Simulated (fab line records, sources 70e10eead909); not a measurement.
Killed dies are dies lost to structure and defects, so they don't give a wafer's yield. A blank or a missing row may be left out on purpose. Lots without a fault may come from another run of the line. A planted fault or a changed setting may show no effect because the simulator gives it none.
Chamber matching | flow nand_harc | NHARC_A_CONTACT_DEP_58 on pecvd-02: 3 sister chambers
The step deposits SiON, target thk 60 nm. 3 wafers are shown with their chamber, then 11 later ones without.

WAFERS WITH THEIR CHAMBER
wafer  | chamber | heater_power_w (W)
L088.5 | 0       | 652
L089.6 | 1       | 801
L091.2 | 2       | 644

WAFERS WITHOUT THEIR CHAMBER
wafer  | heater_power_w (W)
L091.5 | 660
L091.6 | 786
L092.1 | 612
L092.5 | 567
L092.6 | 617
L093.2 | 720
L093.3 | 757
L093.6 | 691
L095.3 | 571
L095.5 | 783
L095.6 | 573

WHICH CHAMBER EACH WENT THROUGH
wafer  | from the rows above          | in truth
L091.5 | can't be placed: 0 or 2      | 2
L091.6 | 1                            | 1
L092.1 | can't be placed: 2 or 0      | 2
L092.5 | can't be placed: 2 or 0      | 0
L092.6 | can't be placed: 2 or 0      | 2
L093.2 | can't be placed: 0 or 2 or 1 | 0
L093.3 | can't be placed: 1 or 0 or 2 | 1
L093.6 | can't be placed: 0 or 2 or 1 | 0
L095.3 | can't be placed: 2 or 0      | 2
L095.5 | 1                            | 1
L095.6 | can't be placed: 2 or 0      | 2
Placed correctly: 2 of 11. Can't be placed from these rows: 9 (the true chamber is among the candidates in 9). Placed wrongly: 0.
How it was worked out, from the rows above alone: a wafer's distance from a chamber is the root of the sum, over the readings, of the square of ((its reading less the chamber's mean) divided by the reading's scatter). The wafer belongs to the nearest chamber; if the next one is less than 2 further off, it can't be placed. A chamber's mean is the mean of its shown wafers. The scatter: with one shown wafer a chamber, the root of the mean of the squares of how far each hidden wafer lies from its nearest shown one.
